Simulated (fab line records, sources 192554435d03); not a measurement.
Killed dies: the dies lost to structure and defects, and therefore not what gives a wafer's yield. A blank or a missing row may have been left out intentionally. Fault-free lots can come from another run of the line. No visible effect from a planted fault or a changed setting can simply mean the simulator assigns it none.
Chamber matching | flow n5 finfet | rie diel-05 running N5_BEOL_M13_DESCUM_33: 4 sister chambers
The step chemistry O2, time 7.9 s. 4 wafers are shown with their chamber, then 8 later ones without.

EACH WAFER AND ITS CHAMBER
wafer  | chamber | throttle valve pct (%)
L076.4 | 3       | 20.68
L084.3 | 0       | 20.62
L084.4 | 2       | 19.94
L085.3 | 1       | 20.24

WAFERS MISSING THEIR CHAMBER
wafer  | throttle valve pct (%)
L085.5 | 19.95
L085.6 | 20.61
L088.1 | 20.26
L088.2 | 20.40
L088.4 | 19.97
L094.1 | 20.29
L094.3 | 20.42
L094.5 | 19.96

CHAMBER TAKEN BY EACH
wafer  | from the rows above          | in truth
L085.5 | 2                            | 2
L085.6 | can't be placed: 0 or 3      | 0
L088.1 | 1                            | 1
L088.2 | can't be placed: 1 or 0 or 3 | 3
L088.4 | 2                            | 2
L094.1 | 1                            | 1
L094.3 | can't be placed: 1 or 0 or 3 | 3
L094.5 | 2                            | 2
Correct placement for 5 of the 8. Unplaceable from these rows: 3, with the true chamber sitting among the candidates in 3. 0 placed wrongly.
How it was worked out, from the rows above alone: a wafer's distance from a chamber is the root of the sum, over the readings, of the square of ((its reading less the chamber's mean) divided by the reading's scatter). If the next closest chamber is less than 2 further off than the closest, the wafer can't be placed; otherwise it belongs to the closest. For every chamber, the mean is computed from those of its wafers that are shown. The scatter (one wafer shown for each chamber): square how far every hidden wafer sits from the nearest shown wafer, average those squares and take the square root.
